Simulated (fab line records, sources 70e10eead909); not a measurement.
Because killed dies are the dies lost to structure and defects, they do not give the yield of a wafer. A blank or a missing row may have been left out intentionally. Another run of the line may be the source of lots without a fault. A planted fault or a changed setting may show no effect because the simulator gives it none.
A struck lot beside a sound one | flow nand-harc | 18 steps out of a route of 1159
Sound: wafers L592.1, L592.4, L592.6. Struck: wafers L596.2, L596.4, L596.6. The cause is given at the end.
For every step that has rows: the tool of each side, followed by ch and its chambers, followed by its first start. Under that, the readings that differ: sound wafers | struck wafers | difference of the means | sigmas: that difference in standard deviations of wafers without a fault.
alike: words and numbers the same on both sides, and readings whose means are apart by under 2 such deviations; not compared: readings that were withheld, readings missing a value for some wafer, numbers with overlapping values and no deviation given by the record, and bounds like >300 which may hide the same value.
The two part at a step that has a row with sigmas, a row that says differs or no value, or rows on one side only. Numbers that have no deviation but don't overlap get no sigmas and don't part them. A reading that every wafer of one side lacks parts them only if that side has two wafers or more.

NHARC_P_ZERO_WELL_CD_MEAS_24: target cd 720 nm.
  sound on cd-sem-02 ch 0, day 1 14:27; struck on cd-sem-01 ch 0, day 2 14:29
  alike: cd-nm
then, 1 step without rows for these wafers: NHARC_P_ZERO_WELL_HARDBAKE_25 (time 80 s).
NHARC_P_ZERO_WELL_DESCUM_26: chemistry O2, time 3 s.
  sound on rie-diel-09 ch 0,1,3, day 1 14:37; struck on rie-diel-08 ch 1,2,3, day 2 14:40
  alike: drypump-motor-current-A, oes-product-au, rf-vpp-V, showerhead-plenum-p-Torr, throttle-valve-pct
  not compared: rf-hours-counter-h
then, 9 steps without rows for these wafers: NHARC_P_ZERO_WELL_IMPLANT_27; NHARC_P_ZERO_WELL_IMPLANT_57; NHARC_P_ZERO_WELL_IMPLANT_58; NHARC_P_ZERO_WELL_STRIP_28 (strips in SPM, time 840 s); NHARC_P_ZERO_WELL_DEHYDRATE_29 (time 120 s); NHARC_P_ZERO_WELL_HMDS_30 (time 30 s); NHARC_P_ZERO_WELL_COAT_31; NHARC_P_ZERO_WELL_SOFTBAKE_32 (time 95 s); NHARC_P_ZERO_WELL_EBR_33.
NHARC_P_ZERO_WELL_EXPOSE_34: exposes mask P PWELL, target cd 720 nm.
  sound on krf-scanner-01 ch 0, day 1 15:56; struck on krf-scanner-01 ch 0, day 2 15:59
  reading              | sound                | struck               | difference | sigmas
  exposure-dose-mJ-cm2 | 22.339 22.307 22.312 | 25.277 25.271 25.243 | +2.944     | +99 or more
  alike: mask
then, 2 steps without rows for these wafers: NHARC_P_ZERO_WELL_PEB_35 (peb time 85 s); NHARC_P_ZERO_WELL_DEVELOP_36 (time 70 s).
NHARC_P_ZERO_WELL_CD_MEAS_37: target cd 720 nm.
  sound on cd-sem-01 ch 0, day 1 16:05; struck on cd-sem-03 ch 0, day 2 16:08
  reading    | sound             | struck            | difference | sigmas
  cd-nm (nm) | 721.6 718.9 718.4 | 743.5 743.2 739.8 | +22.5      | +10
then, 2 steps without rows for these wafers: NHARC_P_ZERO_WELL_HARDBAKE_38 (time 80 s); NHARC_END_SORT_01.

== WHERE THEY PART ==
First at NHARC_P_ZERO_WELL_EXPOSE_34; last, within this record, at NHARC_P_ZERO_WELL_CD_MEAS_37.

WHY: what the simulator had put in
Process parameter drift: krf-scanner-01, from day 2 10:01 on, at NHARC_P_ZERO_WELL_EXPOSE_34. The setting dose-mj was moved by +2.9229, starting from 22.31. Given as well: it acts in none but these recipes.
